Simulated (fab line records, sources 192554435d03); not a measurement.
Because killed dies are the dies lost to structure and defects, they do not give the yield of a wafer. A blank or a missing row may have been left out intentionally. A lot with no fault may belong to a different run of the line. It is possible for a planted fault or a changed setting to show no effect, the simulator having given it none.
Chamber matching | flow n5 finfet | N5_DUMMY_REMOVAL_STRIP_10 on rie diel-03 has 4 sister chambers
The step strips in N2/H2, time 40 s. 4 wafers are shown with their chamber, then 7 later ones without.

== EACH WAFER AND ITS CHAMBER ==
wafer  | chamber | throttle valve pct (%)
L078.4 | 1       | 12.46
L078.5 | 2       | 12.16
L085.1 | 0       | 11.62
L085.4 | 3       | 12.08

== WAFERS MISSING THEIR CHAMBER ==
wafer  | throttle valve pct (%)
L085.6 | 12.19
L093.1 | 12.21
L093.5 | 11.65
L093.6 | 12.11
L096.1 | 12.14
L096.3 | 12.22
L096.5 | 12.54

== EACH ONE'S CHAMBER ==
wafer  | from the rows above     | in truth
L085.6 | can't be placed: 2 or 3 | 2
L093.1 | can't be placed: 2 or 3 | 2
L093.5 | 0                       | 0
L093.6 | can't be placed: 3 or 2 | 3
L096.1 | can't be placed: 2 or 3 | 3
L096.3 | can't be placed: 2 or 3 | 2
L096.5 | 1                       | 1
Correctly placed: 2 of 7. From these rows, 5 cannot be placed; in 5 the true chamber is one of the candidates. Placed wrongly: 0.
How it was worked out, from the rows above alone: a wafer's distance from a chamber is the root of the sum, over the readings, of the square of ((its reading less the chamber's mean) divided by the reading's scatter). If the next closest chamber is less than 2 further off than the closest, the wafer can't be placed; otherwise it belongs to the closest. Each chamber's mean is taken over the wafers shown for it. The scatter: with one shown wafer a chamber, the root of the mean of the squares of how far each hidden wafer lies from its nearest shown one.
